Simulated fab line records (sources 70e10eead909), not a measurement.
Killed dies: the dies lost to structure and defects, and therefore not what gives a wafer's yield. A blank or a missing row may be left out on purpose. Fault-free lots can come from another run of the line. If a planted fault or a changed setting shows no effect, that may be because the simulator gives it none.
Which of the tools did it? :: flow nand_harc :: Sampling: 11 lots, 33 wafers, 3 of 1159 route steps

## WHAT THE GAUGES SHOWED, per wafer
NHARC_P_GATE_CD_MEAS_91: the cd target is 2000 nm.
lot: L872
measured: day 5 02:47
on: cd_sem-03
cd_nm (nm): 2000.0 2001.1 2000.4

lot: L874
measured: day 5 15:50
on: cd_sem-03
cd_nm (nm): 2001.5 2000.6 2000.6

lot: L875
measured: day 5 22:37
on: cd_sem-03
cd_nm (nm): 2000.6 2000.4 2002.2

lot: L876
measured: day 6 18:46
on: cd_sem-02
cd_nm (nm): 2000.1 2002.1 2001.0

lot: L881
measured: day 7 12:56
on: cd_sem-03
cd_nm (nm): 2002.2 2000.6 1999.0

lot: L885
measured: day 8 14:12
on: cd_sem-03
cd_nm (nm): 2000.8 2000.5 2001.7

lot: L883
measured: day 8 14:33
on: cd_sem-02
cd_nm (nm): 2068.5 2066.6 2069.1 2068.7 2066.7 2068.9

lot: L892
measured: day 10 08:43
on: cd_sem-01
cd_nm (nm): 1999.1 2000.3 2001.3

lot: L893
measured: day 10 12:39
on: cd_sem-02
cd_nm (nm): 2000.6 2001.3 2000.1

lot: L895
measured: day 10 19:41
on: cd_sem-03
cd_nm (nm): 2000.9 2000.9 2000.5

lot: L894
measured: day 10 20:18
on: cd_sem-01
cd_nm (nm): 2001.2 1999.9 1999.8

## WHAT TOOL EACH LOT RAN ON (gives the tool, then ch and the chambers of the sampled wafers, and finally the start)
lot: L872
NHARC_P_GATE_HM_OPEN_105: rie_diel-10 ch 1,2, day 5 02:38 or earlier
NHARC_P_GATE_EXPOSE_88: krf_scanner-02 ch 0, day 5 02:38

lot: L874
NHARC_P_GATE_HM_OPEN_105: rie_diel-04 ch 1,2,3, day 5 15:40 or earlier
NHARC_P_GATE_EXPOSE_88: krf_scanner-02 ch 0, day 5 15:40

lot: L875
NHARC_P_GATE_HM_OPEN_105: rie_diel-10 ch 1,2,3, day 5 22:28 or earlier
NHARC_P_GATE_EXPOSE_88: krf_scanner-01 ch 0, day 5 22:28

lot: L876
NHARC_P_GATE_HM_OPEN_105: rie_diel-04 ch 0,2,3, day 6 18:36 or earlier
NHARC_P_GATE_EXPOSE_88: krf_scanner-02 ch 0, day 6 18:36

lot: L881
NHARC_P_GATE_HM_OPEN_105: rie_diel-04 ch 0,1,3, day 7 12:46 or earlier
NHARC_P_GATE_EXPOSE_88: krf_scanner-01 ch 0, day 7 12:46

lot: L885
NHARC_P_GATE_HM_OPEN_105: rie_diel-04 ch 0,3, day 8 14:02 or earlier
NHARC_P_GATE_EXPOSE_88: krf_scanner-04 ch 0, day 8 14:02

lot: L883
NHARC_P_GATE_HM_OPEN_105: rie_diel-04 ch 0,2, day 8 14:23 or earlier
NHARC_P_GATE_EXPOSE_88: krf_scanner-02 ch 0, day 8 14:23

lot: L892
NHARC_P_GATE_HM_OPEN_105: rie_diel-04 ch 0,2, day 10 08:34 or earlier
NHARC_P_GATE_EXPOSE_88: krf_scanner-01 ch 0, day 10 08:34

lot: L893
NHARC_P_GATE_HM_OPEN_105: rie_diel-01 ch 0,2,3, day 10 12:29 or earlier
NHARC_P_GATE_EXPOSE_88: krf_scanner-02 ch 0, day 10 12:29

lot: L895
NHARC_P_GATE_HM_OPEN_105: rie_diel-04 ch 0,2, day 10 19:32 or earlier
NHARC_P_GATE_EXPOSE_88: krf_scanner-04 ch 0, day 10 19:32

lot: L894
NHARC_P_GATE_HM_OPEN_105: rie_diel-04 ch 0,3, day 10 20:09 or earlier
NHARC_P_GATE_EXPOSE_88: krf_scanner-01 ch 0, day 10 20:09
- NHARC_P_GATE_HM_OPEN_105: chemistry O2/COS, target depth 360 nm.
- NHARC_P_GATE_EXPOSE_88: exposes mask P HVN, target cd 2000 nm.

## THE ANSWER, worked out from the rows above alone
Rule: the usual values come from the lots themselves. Put in order of their means at a reading, lots are off if they are a third of the lots or fewer, leave a main group of 4 or more, and stand apart from it by a gap of 3 or more times the standard deviation of the main group's means; of several such gaps the widest counts. A main group whose means are all the same, to the digits that the tables above print for the reading, isn't used. A lot without any number at a reading at which 4 lots or more have one is off too. Any other lot the step has rows for is counted as sound.
Off at NHARC_P_GATE_CD_MEAS_91 (cd_nm): L883. For the main group the mean is 2000.7 nm and the standard deviation 0.29.
A tool fits if, at a process step before that reading, it ran every lot that is off, and no sound lot after the first of them. The gauges at NHARC_P_GATE_CD_MEAS_91 are tried like those tools. With no start given for some of its lots, NHARC_P_GATE_HM_OPEN_105 uses the hours and lot order of NHARC_P_GATE_EXPOSE_88. None of those tried fits.

## WHAT HAD BEEN PUT IN BY THE SIMULATOR
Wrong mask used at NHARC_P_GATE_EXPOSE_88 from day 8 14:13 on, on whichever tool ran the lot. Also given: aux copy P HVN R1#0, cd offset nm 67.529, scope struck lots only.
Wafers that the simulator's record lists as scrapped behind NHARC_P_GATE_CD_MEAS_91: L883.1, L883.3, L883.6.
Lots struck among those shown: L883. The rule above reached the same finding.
